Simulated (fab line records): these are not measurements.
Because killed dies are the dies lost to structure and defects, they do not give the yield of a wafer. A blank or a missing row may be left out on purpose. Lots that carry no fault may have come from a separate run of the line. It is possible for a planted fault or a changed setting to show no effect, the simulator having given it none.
Split-lot trial -- flow n5-finfet -- 21 wafers read across 7 lots, on a route 1938 steps long

== THE SPLIT ITSELF ==
At N5_BEOL_M9_ETCH_62 (etches SOC in N2/H2, target depth 110 nm, overetch 22 nm, time 165 s), the setting time-s was moved away from the recipe's 165 s on 10 of the 21 wafers read, by -21.8% to +11.3%. The other wafers ran this setting at the recipe's value.

Reading taken at the split's own step.

== THE READING ==
SiARC_of_BEOL_M9_COAT_60.thk-nm (the simulator's own value, which no gauge read), in nm, at N5_BEOL_M9_ETCH_62 (etches SOC in N2/H2, target depth 110 nm, overetch 22 nm, time 165 s). The file does not state a usual value for it. Average 23.5 nm, standard deviation 0.15 nm, over the 11 wafers here run with the recipe.

wafer,"tool, chamber at the split","time-s as run, s",against the recipe,"SiARC_of_BEOL_M9_COAT_60.thk-nm, nm",against lot-mates on the recipe
L076.1,"rie-diel-01, 0",154.3,-6.5%,24.2,+0.8
L076.3,"rie-diel-01, 1",154.3,-6.5%,23.8,+0.4
L076.5,"rie-diel-01, 0",165,recipe,23.4,-
L081.3,"rie-diel-03, 1,0",165,recipe,23.6,-
L081.4,"rie-diel-03, 1,0",165,recipe,23.6,-
L081.6,"rie-diel-03, 1",132.3,-19.8%,25,+1.4
L080.1,"rie-diel-01, 3",144.2,-12.6%,23.8,+0.4
L080.3,"rie-diel-01, 1",165,recipe,23.4,-
L080.6,"rie-diel-01, 0",144.2,-12.6%,24.4,+1.0
L083.2,"rie-diel-01, 3",165,recipe,23.2,-
L083.4,"rie-diel-01, 0",165,recipe,23.6,-
L083.5,"rie-diel-01, 3",129.1,-21.8%,24.6,+1.2
L096.2,"rie-diel-03, 2",165,recipe,23.6,-
L096.4,"rie-diel-03, 3",183.6,+11.3%,22.6,-1.0
L096.6,"rie-diel-03, 2",183.6,+11.3%,23,-0.6
L095.1,"rie-diel-01, 1",165,recipe,23.4,-
L095.3,"rie-diel-01, 2",165,recipe,23.6,-
L095.4,"rie-diel-01, 3",165,recipe,23.2,-
L097.1,"rie-diel-01, 1,2",141.1,-14.5%,24.4,+1.0
L097.3,"rie-diel-01, 1,2",141.1,-14.5%,24.4,+1.0
L097.6,"rie-diel-01, 1",165,recipe,23.4,-
If several chambers appear in one row, that row covers several wafers at once and the file leaves open which wafer was in which chamber.

FIT RESULTS
A straight line over all 21 wafers: SiARC_of_BEOL_M9_COAT_60.thk-nm changes by -0.0616 nm for each +1% of time-s; r = -0.94; the points scatter about the line by 0.21 nm.
The same after taking each lot's own level away (the mean of its wafers on the recipe; 21 wafers): -0.065 nm for each +1%; r = -0.95; scatter 0.19 nm.
On that fit, the largest move of time-s shifts the reading by 1.4 nm.
Across the lots, their own levels run from 23.40 to 23.60 nm, a range of 1.3 times the standard deviation given above.
Consequently the slope shifts little with the lot-to-lot level, the two slopes agreeing.
Check: with one of the wafers moved furthest among these (-21.8%) left out of the fit, the line predicts +1.48 nm for it against its lot-mates. Against them it came out at +1.2 nm.

== FURTHER SPLITS ON THESE WAFERS ==
Before the reading, these wafers also passed through other splits. Each is held against what the fit with the lots' levels taken away leaves over:
other split on the same wafers,wafers away from the commonest value,r with SiARC_of_BEOL_M9_COAT_60.thk-nm (lot level and that fit taken away)
N5_BEOL_M8_PECVD_70 time-s,5,-0.36
N5_BEOL_M9_ILD_DEP_00 time-s,8,-0.05

== THE FILE'S OWN FIT ==
SiARC_of_BEOL_M9_COAT_60.thk-nm changes by -0.0642 nm for each +1% of time-s, r = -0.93.
